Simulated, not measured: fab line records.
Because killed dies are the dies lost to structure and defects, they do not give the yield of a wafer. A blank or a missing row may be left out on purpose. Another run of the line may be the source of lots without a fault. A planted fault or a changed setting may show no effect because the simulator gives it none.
Split-lot study	flow n5_finfet	21 wafers read across 7 lots, on a route 1938 steps long

== THE SPLIT ITSELF ==
At N5_BEOL_M13_ETCH_59 (etches BARC in N2/H2, target depth 89 nm, overetch 26.7 nm, time 67.9 s), the setting time_s was moved away from the recipe's 67.9 s on 9 of the 21 wafers read, by -8.6% to +18.2%. This setting was run at the recipe's value on the other wafers.

Reading taken at the split's own step.

== THE READING ==
coat_of_BEOL_M13_COAT_04.thk_nm (the simulator's own value, which no gauge read), in nm, at N5_BEOL_M13_ETCH_59 (etches BARC in N2/H2, target depth 89 nm, overetch 26.7 nm, time 67.9 s). No usual value for it is given in the file. Across the 12 wafers here that went through the recipe, the average is 319.0 nm and the standard deviation 2.4 nm.

wafer	tool, chamber at the split	time_s as run, s	against the recipe	coat_of_BEOL_M13_COAT_04.thk_nm, nm	against lot-mates on the recipe
L078.3	rie_diel-06, 3	62.04	-8.6%	321.4	+1.4
L078.4	rie_diel-06, 1	67.9	recipe	318.4	-
L078.5	rie_diel-06, 0	67.9	recipe	321.6	-
L081.2	rie_diel-03, 1	78.91	+16.2%	309.4	-6.4
L081.3	rie_diel-03, 3	67.9	recipe	315.8	-
L081.4	rie_diel-03, 3	78.91	+16.2%	303.8	-12.0
L083.2	rie_diel-06, 1	80.23	+18.2%	307.2	-15.8
L083.3	rie_diel-06, 0	67.9	recipe	323	-
L083.5	rie_diel-06, 2	80.23	+18.2%	305.4	-17.6
L087.3	rie_diel-03, 1	67.9	recipe	321.4	-
L087.4	rie_diel-03, 3	74.33	+9.5%	309.2	-12.2
L087.5	rie_diel-03, 1	74.33	+9.5%	314.8	-6.6
L092.1	rie_diel-03, 1	67.9	recipe	320.4	-
L092.3	rie_diel-03, 3	79.23	+16.7%	304	-13.5
L092.4	rie_diel-03, 3	67.9	recipe	314.6	-
L096.2	rie_diel-03, 0	67.9	recipe	319.6	-
L096.5	rie_diel-03, 0	67.9	recipe	319.4	-
L096.6	rie_diel-03, 3	67.9	recipe	316.2	-
L097.1	rie_diel-06, 0	74.16	+9.2%	316.8	-2.2
L097.2	rie_diel-06, 3	67.9	recipe	318.4	-
L097.6	rie_diel-06, 1	67.9	recipe	319.6	-

FIT RESULTS
A straight line over all 21 wafers: coat_of_BEOL_M13_COAT_04.thk_nm changes by -0.7 nm for each +1% of time_s; r = -0.90; the points scatter about the line by 2.8 nm.
The same after taking each lot's own level away (the mean of its wafers on the recipe; 21 wafers): -0.717 nm for each +1%; r = -0.90; scatter 2.9 nm.
According to that fit, moving time_s by its largest amount changes the reading by 13 nm.
The lots' own levels span 315.80 to 323.00 nm, that is 3.0 times the standard deviation above.
The two slopes are in agreement: the lot-to-lot level therefore moves the slope only a little.
Check: -13 nm against its lot-mates is what the line predicts for one of the wafers moved furthest among these (+18.2%) when that wafer is left out of the fit. It came out at -15.8 nm against them.

== THE OTHER SPLITS THESE WAFERS WENT THROUGH ==
Before the reading, these wafers also passed through other splits. Each is held against what the fit with the lots' levels taken away leaves over:
other split on the same wafers	wafers away from the commonest value	r with coat_of_BEOL_M13_COAT_04.thk_nm (lot level and that fit taken away)
N5_BEOL_M10_TRENCH_ETCH_37 bias_w	9	-0.15
N5_BEOL_M11_EXPOSE_25 dose_mj	6	-0.57

== THE FILE'S OWN FIT ==
coat_of_BEOL_M13_COAT_04.thk_nm changes by -0.713 nm for each +1% of time_s, r = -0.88.
